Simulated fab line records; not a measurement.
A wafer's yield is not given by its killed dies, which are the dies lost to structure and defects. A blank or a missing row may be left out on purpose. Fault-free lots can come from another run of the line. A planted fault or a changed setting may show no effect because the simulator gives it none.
Which tool is to blame? :: flow n5Finfet :: 27 wafers from 9 lots sampled at 6 of the route's 1938 steps

== WHAT THE GAUGES SHOWED, per wafer ==
N5_STI_FIN_REVEAL_INSPECT_13: inspects for defects (darkfield). Usual: rawDefectCount at 14, with a standard deviation of 6.
lot: L832
measured: day 2 13:28
on: defectInspect-01
rawDefectCount: 12 9 7
flag: 

lot: L837
measured: day 3 19:06
on: defectInspect-02
rawDefectCount: 23 28 25
flag: 

lot: L838
measured: day 4 00:46
on: defectInspect-01
rawDefectCount: 5 14 8
flag: 

lot: L839
measured: day 4 07:35
on: defectInspect-01
rawDefectCount: 10 17 8
flag: 

lot: L841
measured: day 4 19:50
on: defectInspect-02
rawDefectCount: 830 749 796
flag: OFF

lot: L842
measured: day 5 05:55
on: defectInspect-01
rawDefectCount: 777 801 803
flag: OFF

lot: L853
measured: day 7 21:38
on: defectInspect-01
rawDefectCount: 10 18 14
flag: 

lot: L854
measured: day 8 03:56
on: defectInspect-01
rawDefectCount: 7 5 13
flag: 

lot: L855
measured: day 8 08:01
on: defectInspect-02
rawDefectCount: 13 10 15
flag: 

N5_BEOL_M4_RC_MEAS_101. Usual: DIBL_N 36.3 mV/V, standard deviation 1.4; DIBL_P 35.7 mV/V, standard deviation 1.5; IOFF_N 0.155 nA/um, standard deviation 0.022; IOFF_P 0.204 nA/um, standard deviation 0.027; ION_N 671 uA/um, standard deviation 9; ION_P 459 uA/um, standard deviation 6.2; SS_N 71.5 mV/dec, standard deviation 0.54; SS_P 73.1 mV/dec, standard deviation 0.56; VT_N 250.2 mV, standard deviation 2.6; VT_P -251 mV, standard deviation 3.3.
lot: L832
measured: day 8 17:21
on: prober-01
DIBL_N (mV/V): 35.6 34.3 35.9
DIBL_P (mV/V): 34.2 33.4 34.4
IOFF_N (nA/um): 0.157 0.136 0.157
IOFF_P (nA/um): 0.207 0.192 0.203
ION_N (uA/um): 673 661 664
ION_P (uA/um): 457 461 457
SS_N (mV/dec): 71.9 71.4 71.1
SS_P (mV/dec): 72.7 72.6 72.8
VT_N (mV): 246.0 249.0 248.9
VT_P (mV): -248 -249 -250
flag: 

lot: L837
measured: day 9 00:10
on: prober-01
DIBL_N (mV/V): 37.8 35.7 36.8
DIBL_P (mV/V): 37.2 35.6 37.0
IOFF_N (nA/um): 0.193 0.148 0.185
IOFF_P (nA/um): 0.243 0.210 0.239
ION_N (uA/um): 674 670 691
ION_P (uA/um): 465 464 470
SS_N (mV/dec): 71.1 70.6 71.4
SS_P (mV/dec): 74.0 73.3 73.5
VT_N (mV): 246.9 250.1 247.2
VT_P (mV): -246 -248 -246
flag: 

lot: L838
measured: day 9 17:58
on: prober-01
DIBL_N (mV/V): 39.1 38.6 38.9
DIBL_P (mV/V): 38.6 37.1 37.1
IOFF_N (nA/um): 0.197 0.182 0.195
IOFF_P (nA/um): 0.257 0.242 0.238
ION_N (uA/um): 682 665 678
ION_P (uA/um): 466 454 458
SS_N (mV/dec): 72.3 71.6 73.4
SS_P (mV/dec): 73.6 74.0 73.4
VT_N (mV): 247.3 248.6 250.4
VT_P (mV): -245 -246 -249
flag: 

lot: L839
measured: day 9 20:37
on: prober-01
DIBL_N (mV/V): 35.3 36.1 36.7
DIBL_P (mV/V): 35.5 35.9 35.6
IOFF_N (nA/um): 0.133 0.149 0.151
IOFF_P (nA/um): 0.177 0.185 0.174
ION_N (uA/um): 677 661 668
ION_P (uA/um): 462 451 447
SS_N (mV/dec): 70.9 71.3 71.6
SS_P (mV/dec): 72.4 73.4 72.5
VT_N (mV): 253.2 251.9 252.9
VT_P (mV): -255 -255 -258
flag: 

lot: L841
measured: day 10 16:14
on: prober-01
DIBL_N (mV/V): 34.8 36.0 36.4
DIBL_P (mV/V): 33.3 35.0 35.6
IOFF_N (nA/um): 0.128 0.153 0.152
IOFF_P (nA/um): 0.189 0.218 0.225
ION_N (uA/um): 669 679 662
ION_P (uA/um): 468 465 464
SS_N (mV/dec): 72.3 71.9 71.5
SS_P (mV/dec): 73.1 72.9 72.9
VT_N (mV): 252.8 248.1 250.0
VT_P (mV): -247 -248 -247
flag: 

lot: L842
measured: day 10 22:15
on: prober-01
DIBL_N (mV/V): 37.1 36.2 36.8
DIBL_P (mV/V): 37.5 36.3 37.2
IOFF_N (nA/um): 0.163 0.154 0.159
IOFF_P (nA/um): 0.199 0.191 0.209
ION_N (uA/um): 676 679 664
ION_P (uA/um): 461 459 455
SS_N (mV/dec): 72.0 71.6 71.5
SS_P (mV/dec): 73.3 73.1 73.6
VT_N (mV): 248.6 250.6 250.3
VT_P (mV): -251 -253 -253
flag: 

lot: L853
measured: day 13 06:14
on: prober-02
DIBL_N (mV/V): 37.1 36.2 37.1
DIBL_P (mV/V): 36.6 35.7 37.5
IOFF_N (nA/um): 0.183 0.157 0.176
IOFF_P (nA/um): 0.232 0.210 0.248
ION_N (uA/um): 679 667 677
ION_P (uA/um): 465 458 468
SS_N (mV/dec): 71.5 71.2 71.0
SS_P (mV/dec): 72.9 72.2 73.3
VT_N (mV): 246.5 250.3 246.7
VT_P (mV): -248 -249 -245
flag: 

lot: L854
measured: day 13 14:47
on: prober-01
DIBL_N (mV/V): 33.6 36.1 33.8
DIBL_P (mV/V): 33.7 36.6 33.5
IOFF_N (nA/um): 0.105 0.139 0.106
IOFF_P (nA/um): 0.161 0.207 0.159
ION_N (uA/um): 653 663 644
ION_P (uA/um): 456 461 452
SS_N (mV/dec): 71.3 71.6 70.9
SS_P (mV/dec): 72.2 73.2 72.9
VT_N (mV): 254.8 251.6 255.0
VT_P (mV): -251 -251 -254
flag: 

lot: L855
measured: day 13 19:38
on: prober-01
DIBL_N (mV/V): 35.3 37.3 35.1
DIBL_P (mV/V): 34.7 35.9 34.5
IOFF_N (nA/um): 0.137 0.166 0.135
IOFF_P (nA/um): 0.179 0.192 0.178
ION_N (uA/um): 669 671 668
ION_P (uA/um): 460 452 457
SS_N (mV/dec): 71.7 71.9 71.5
SS_P (mV/dec): 72.8 72.1 72.3
VT_N (mV): 250.5 249.3 253.9
VT_P (mV): -255 -252 -253
flag: 

== TOOL THAT RAN EACH LOT (tool first, then ch and the chambers of the sampled wafers, then the start) ==
lot: L832
N5_FIN_CUT_CUT_ETCH_15: rieSi-03 ch 0,2,3, day 2 03:43
N5_FIN_CUT_CUT_ETCH_28: rieSi-03 ch 0,2,3, day 2 03:46
N5_STI_FIN_REVEAL_RECESS_09: vaporEtch-02 ch 0,1, day 2 11:12
N5_STI_FIN_REVEAL_PRECLEAN_18: wetBench-02 ch 1,5,7, day 2 13:24

lot: L837
N5_FIN_CUT_CUT_ETCH_15: rieSi-02 ch 0,1,3, day 3 09:13
N5_FIN_CUT_CUT_ETCH_28: rieSi-02 ch 0,1,3, day 3 09:17
N5_STI_FIN_REVEAL_RECESS_09: vaporEtch-01 ch 0,1, day 3 16:19
N5_STI_FIN_REVEAL_PRECLEAN_18: wetBench-04 ch 0,6,7, day 3 19:02

lot: L838
N5_FIN_CUT_CUT_ETCH_15: rieSi-02 ch 0,3, day 3 15:44
N5_FIN_CUT_CUT_ETCH_28: rieSi-02 ch 0,3, day 3 15:47
N5_STI_FIN_REVEAL_RECESS_09: vaporEtch-02 ch 0,1, day 3 21:59
N5_STI_FIN_REVEAL_PRECLEAN_18: wetBench-03 ch 3,4,5, day 4 00:43

lot: L839
N5_FIN_CUT_CUT_ETCH_15: rieSi-02 ch 0,1, day 3 21:38
N5_FIN_CUT_CUT_ETCH_28: rieSi-02 ch 0,1, day 3 21:41
N5_STI_FIN_REVEAL_RECESS_09: vaporEtch-02 ch 0,1, day 4 04:48
N5_STI_FIN_REVEAL_PRECLEAN_18: wetBench-03 ch 0,2,3, day 4 07:32

lot: L841
N5_FIN_CUT_CUT_ETCH_15: rieSi-02 ch 1,2,3, day 4 09:41
N5_FIN_CUT_CUT_ETCH_28: rieSi-02 ch 1,2,3, day 4 09:45
N5_STI_FIN_REVEAL_RECESS_09: vaporEtch-02 ch 0,1, day 4 16:40
N5_STI_FIN_REVEAL_PRECLEAN_18: wetBench-03 ch 1,5,6, day 4 19:47

lot: L842
N5_FIN_CUT_CUT_ETCH_15: rieSi-03 ch 1,2, day 4 18:20
N5_FIN_CUT_CUT_ETCH_28: rieSi-03 ch 1,2, day 4 18:23
N5_STI_FIN_REVEAL_RECESS_09: vaporEtch-02 ch 0,1, day 5 03:07
N5_STI_FIN_REVEAL_PRECLEAN_18: wetBench-03 ch 1,5,6, day 5 05:51

lot: L853
N5_FIN_CUT_CUT_ETCH_15: rieSi-03 ch 0,1,2, day 7 11:36
N5_FIN_CUT_CUT_ETCH_28: rieSi-03 ch 0,1,2, day 7 11:40
N5_STI_FIN_REVEAL_RECESS_09: vaporEtch-02 ch 0,1, day 7 18:46
N5_STI_FIN_REVEAL_PRECLEAN_18: wetBench-02 ch 0,1,7, day 7 21:34

lot: L854
N5_FIN_CUT_CUT_ETCH_15: rieSi-02 ch 1,2,3, day 7 18:44
N5_FIN_CUT_CUT_ETCH_28: rieSi-02 ch 1,2,3, day 7 18:47
N5_STI_FIN_REVEAL_RECESS_09: vaporEtch-02 ch 0,1, day 8 00:57
N5_STI_FIN_REVEAL_PRECLEAN_18: wetBench-02 ch 0,6,7, day 8 03:52

lot: L855
N5_FIN_CUT_CUT_ETCH_15: rieSi-01 ch 0,1,3, day 7 22:12
N5_FIN_CUT_CUT_ETCH_28: rieSi-01 ch 0,1,3, day 7 22:15
N5_STI_FIN_REVEAL_RECESS_09: vaporEtch-02 ch 0,1, day 8 05:24
N5_STI_FIN_REVEAL_PRECLEAN_18: wetBench-03 ch 1,4,5, day 8 07:55
- N5_FIN_CUT_CUT_ETCH_15: etches Si in HBr/Cl2/O2, target depth 100 nm, bt time 10 s, time 42.4 s.
- N5_FIN_CUT_CUT_ETCH_28: etches Si in HBr/Cl2/O2, target depth 6 nm, time 2.4 s.
- N5_STI_FIN_REVEAL_RECESS_09: chemistry HF/NH3, target SiO2, afs cycles 11, target depth 42.5 nm, sublimation time 60 s.
- N5_STI_FIN_REVEAL_PRECLEAN_18: cleans in SC2, time 45 s.

== AS READ BY THE TOOLS THEMSELVES (means over the sampled wafers that have a number; for cases with no such wafer, the mark the record gives instead) ==
N5_FIN_CUT_CUT_ETCH_15. Usual: O2_flow_sccm 11.99 sccm, standard deviation 0.039; drypumpMotorCurrentA 5.66 A, standard deviation 0.28; heBacksideLeakSccm 2.7 sccm, standard deviation 0.33; oesProductAu 0.997 a.u., standard deviation 0.015; throttleValvePct 37.29 %, standard deviation 0.18.
lot: L832
tool: rieSi-03
O2_flow_sccm (sccm): 12.01
drypumpMotorCurrentA (A): 5.75
heBacksideLeakSccm (sccm): 2.3
oesProductAu (a.u.): 1.001
throttleValvePct (%): 37.34
flag: 

lot: L837
tool: rieSi-02
O2_flow_sccm (sccm): 11.97
drypumpMotorCurrentA (A): 5.56
heBacksideLeakSccm (sccm): 2.6
oesProductAu (a.u.): 1.005
throttleValvePct (%): 37.23
flag: 

lot: L838
tool: rieSi-02
O2_flow_sccm (sccm): 11.97
drypumpMotorCurrentA (A): 5.73
heBacksideLeakSccm (sccm): 2.8
oesProductAu (a.u.): 1.005
throttleValvePct (%): 37.31
flag: 

lot: L839
tool: rieSi-02
O2_flow_sccm (sccm): 12.03
drypumpMotorCurrentA (A): 5.31
heBacksideLeakSccm (sccm): 2.6
oesProductAu (a.u.): 1.009
throttleValvePct (%): 37.31
flag: 

lot: L841
tool: rieSi-02
O2_flow_sccm (sccm): 11.97
drypumpMotorCurrentA (A): 5.81
heBacksideLeakSccm (sccm): 2.7
oesProductAu (a.u.): 0.992
throttleValvePct (%): 37.23
flag: 

lot: L842
tool: rieSi-03
O2_flow_sccm (sccm): 12.03
drypumpMotorCurrentA (A): 5.52
heBacksideLeakSccm (sccm): 3.2
oesProductAu (a.u.): 0.998
throttleValvePct (%): 37.41
flag: 

lot: L853
tool: rieSi-03
O2_flow_sccm (sccm): 12.01
drypumpMotorCurrentA (A): 5.62
heBacksideLeakSccm (sccm): 2.8
oesProductAu (a.u.): 1.007
throttleValvePct (%): 37.26
flag: 

lot: L854
tool: rieSi-02
O2_flow_sccm (sccm): 11.98
drypumpMotorCurrentA (A): 5.84
heBacksideLeakSccm (sccm): 2.8
oesProductAu (a.u.): 0.988
throttleValvePct (%): 37.24
flag: 

lot: L855
tool: rieSi-01
O2_flow_sccm (sccm): 12.00
drypumpMotorCurrentA (A): 5.54
heBacksideLeakSccm (sccm): 2.9
oesProductAu (a.u.): 0.983
throttleValvePct (%): 37.36
flag: 

N5_FIN_CUT_CUT_ETCH_28. Usual: O2_flow_sccm 11.99 sccm, standard deviation 0.036; drypumpMotorCurrentA 5.66 A, standard deviation 0.28; heBacksideLeakSccm 2.8 sccm, standard deviation 0.32; oesProductAu 0.998 a.u., standard deviation 0.014; throttleValvePct 37.29 %, standard deviation 0.18.
lot: L832
tool: rieSi-03
O2_flow_sccm (sccm): 12.02
drypumpMotorCurrentA (A): 5.76
heBacksideLeakSccm (sccm): 2.5
oesProductAu (a.u.): 1.002
throttleValvePct (%): 37.35
flag: 

lot: L837
tool: rieSi-02
O2_flow_sccm (sccm): 11.98
drypumpMotorCurrentA (A): 5.57
heBacksideLeakSccm (sccm): 2.6
oesProductAu (a.u.): 1.003
throttleValvePct (%): 37.23
flag: 

lot: L838
tool: rieSi-02
O2_flow_sccm (sccm): 12.02
drypumpMotorCurrentA (A): 5.74
heBacksideLeakSccm (sccm): 2.8
oesProductAu (a.u.): 1.007
throttleValvePct (%): 37.30
flag: 

lot: L839
tool: rieSi-02
O2_flow_sccm (sccm): 12.02
drypumpMotorCurrentA (A): 5.32
heBacksideLeakSccm (sccm): 2.6
oesProductAu (a.u.): 1.006
throttleValvePct (%): 37.31
flag: 

lot: L841
tool: rieSi-02
O2_flow_sccm (sccm): 12.00
drypumpMotorCurrentA (A): 5.81
heBacksideLeakSccm (sccm): 2.8
oesProductAu (a.u.): 0.988
throttleValvePct (%): 37.24
flag: 

lot: L842
tool: rieSi-03
O2_flow_sccm (sccm): 12.01
drypumpMotorCurrentA (A): 5.52
heBacksideLeakSccm (sccm): 3.1
oesProductAu (a.u.): 1.003
throttleValvePct (%): 37.41
flag: 

lot: L853
tool: rieSi-03
O2_flow_sccm (sccm): 12.00
drypumpMotorCurrentA (A): 5.62
heBacksideLeakSccm (sccm): 2.9
oesProductAu (a.u.): 1.008
throttleValvePct (%): 37.25
flag: 

lot: L854
tool: rieSi-02
O2_flow_sccm (sccm): 12.00
drypumpMotorCurrentA (A): 5.82
heBacksideLeakSccm (sccm): 2.6
oesProductAu (a.u.): 0.989
throttleValvePct (%): 37.23
flag: 

lot: L855
tool: rieSi-01
O2_flow_sccm (sccm): 12.01
drypumpMotorCurrentA (A): 5.52
heBacksideLeakSccm (sccm): 2.8
oesProductAu (a.u.): 0.987
throttleValvePct (%): 37.37
flag: 

N5_STI_FIN_REVEAL_RECESS_09. Usual: drypumpMotorCurrentA at 6.17 A, with a standard deviation of 0.29.
lot: L832
tool: vaporEtch-02
drypumpMotorCurrentA (A): 5.94
flag: 

lot: L837
tool: vaporEtch-01
drypumpMotorCurrentA (A): 6.32
flag: 

lot: L838
tool: vaporEtch-02
drypumpMotorCurrentA (A): 5.93
flag: 

lot: L839
tool: vaporEtch-02
drypumpMotorCurrentA (A): 5.93
flag: 

lot: L841
tool: vaporEtch-02
drypumpMotorCurrentA (A): 6.04
flag: 

lot: L842
tool: vaporEtch-02
drypumpMotorCurrentA (A): 6.04
flag: 

lot: L853
tool: vaporEtch-02
drypumpMotorCurrentA (A): 6.04
flag: 

lot: L854
tool: vaporEtch-02
drypumpMotorCurrentA (A): 5.94
flag: 

lot: L855
tool: vaporEtch-02
drypumpMotorCurrentA (A): 6.06
flag: 

N5_STI_FIN_REVEAL_PRECLEAN_18. Usual: bathGuardTempC at 34.9 C, with a standard deviation of 0.42.
lot: L832
tool: wetBench-02
bathGuardTempC (C): 35.1
flag: 

lot: L837
tool: wetBench-04
bathGuardTempC (C): 34.8
flag: 

lot: L838
tool: wetBench-03
bathGuardTempC (C): 34.6
flag: 

lot: L839
tool: wetBench-03
bathGuardTempC (C): 34.8
flag: 

lot: L841
tool: wetBench-03
bathGuardTempC (C): 34.9
flag: 

lot: L842
tool: wetBench-03
bathGuardTempC (C): 34.6
flag: 

lot: L853
tool: wetBench-02
bathGuardTempC (C): 35.2
flag: 

lot: L854
tool: wetBench-02
bathGuardTempC (C): 35.2
flag: 

lot: L855
tool: wetBench-03
bathGuardTempC (C): 34.4
flag: 

== THE ANSWER, worked out from the rows above alone ==
Rule: take the mean of a lot's wafers that have a number; if it is more than 3 standard deviations from the usual mean, the lot is off. Also off: a lot with no number at a reading for which 4 or more lots have one. Where the step has rows for the other lots, those lots are counted as sound. Order of review: gauges by route order, followed by the tools' own readings, for which a lot's mean as printed above is used. The first step at which some lot is off is used, and at that step the reading that is off furthest; a lot without a number counts as furthest.
Off at N5_STI_FIN_REVEAL_INSPECT_13 (rawDefectCount): L841, L842.
If a tool, at a process step before that reading, ran all the lots that are off and no sound lot after the first of them, it fits. The gauges at N5_STI_FIN_REVEAL_INSPECT_13 are tried like those tools. Not one of the candidates tried fits.

== WHAT HAD BEEN PUT IN BY THE SIMULATOR ==
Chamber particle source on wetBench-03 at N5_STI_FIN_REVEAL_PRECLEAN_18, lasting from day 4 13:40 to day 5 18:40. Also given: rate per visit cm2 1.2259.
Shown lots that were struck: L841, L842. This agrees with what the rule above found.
